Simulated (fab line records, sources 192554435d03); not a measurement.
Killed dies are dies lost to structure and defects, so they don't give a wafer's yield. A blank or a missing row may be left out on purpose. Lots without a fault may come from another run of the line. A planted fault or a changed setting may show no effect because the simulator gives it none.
Chamber matching | flow n5_finfet | N5_SD_EPI_N_ETCH_16 on rie_diel-03: 4 sister chambers
The step etches SiO2 in CHF3/O2, target depth 5 nm. 20 wafers are shown with their chamber, then 10 later ones without.

WAFERS WITH THEIR CHAMBER
wafer  | chamber | rf_vpp_V (V) | drypump_motor_current_A (A) | showerhead_plenum_p_Torr (Torr)
L074.4 | 0       | 533          | 5.5                         | 2.55
L074.5 | 3       | 520          | 6.0                         | 2.43
L074.6 | 2       | 520          | 5.6                         | 2.48
L075.2 | 2       | 521          | 5.6                         | 2.48
L075.4 | 0       | 534          | 5.5                         | 2.54
L075.6 | 2       | 520          | 5.6                         | 2.48
L076.2 | 2       | 520          | 5.6                         | 2.48
L076.3 | 3       | 520          | 6.0                         | 2.43
L076.5 | 0       | 535          | 5.4                         | 2.54
L078.2 | 1       | 545          | 6.2                         | 2.48
L078.5 | 0       | 535          | 5.5                         | 2.54
L078.6 | 1       | 543          | 6.1                         | 2.48
L079.3 | 3       | 519          | 6.0                         | 2.42
L079.4 | 3       | 519          | 6.0                         | 2.42
L079.5 | 0       | 535          | 5.5                         | 2.54
L080.2 | 3       | 520          | 6.0                         | 2.42
L080.5 | 0       | 534          | 5.5                         | 2.54
L080.6 | 3       | 520          | 6.0                         | 2.42
L083.1 | 2       | 521          | 5.6                         | 2.47
L083.3 | 0       | 535          | 5.5                         | 2.53

SIGNATURES (means of the wafers above)
reading                  | chamber 0 | chamber 1 | chamber 2 | chamber 3 | scatter within a chamber
rf_vpp_V                 | 534.43    | 544.00    | 520.40    | 519.67    | 0.718
drypump_motor_current_A  | 5.486     | 6.150     | 5.600     | 6.000     | 0.0291
showerhead_plenum_p_Torr | 2.5400    | 2.4800    | 2.4780    | 2.4233    | 0.00508
Rule: a wafer's distance from a chamber is the root of the sum, over the readings, of the square of ((its reading less the chamber's mean) divided by the reading's scatter). The wafer belongs to the nearest chamber; if the next one is less than 2 further off, it can't be placed. The scatter: the root of (the sum of the squares of (reading less its chamber's mean) over the shown wafers, divided by (wafers less chambers)).

WAFERS WITHOUT THEIR CHAMBER
wafer  | rf_vpp_V (V) | drypump_motor_current_A (A) | showerhead_plenum_p_Torr (Torr)
L083.4 | 533          | 5.5                         | 2.53
L084.2 | 534          | 5.4                         | 2.53
L084.4 | 519          | 5.6                         | 2.47
L084.6 | 520          | 5.6                         | 2.47
L085.1 | 534          | 5.5                         | 2.53
L085.2 | 520          | 5.6                         | 2.47
L085.6 | 535          | 5.4                         | 2.53
L087.3 | 520          | 6.0                         | 2.42
L087.4 | 533          | 5.4                         | 2.53
L087.5 | 533          | 5.4                         | 2.53

WHICH CHAMBER EACH WENT THROUGH
wafer  | from the rows above | in truth
L083.4 | 0                   | 0
L084.2 | 0                   | 0
L084.4 | 2                   | 2
L084.6 | 2                   | 2
L085.1 | 0                   | 0
L085.2 | 2                   | 2
L085.6 | 0                   | 0
L087.3 | 3                   | 3
L087.4 | 0                   | 0
L087.5 | 0                   | 0
Placed correctly: 10 of 10. Can't be placed from these rows: 0. Placed wrongly: 0.
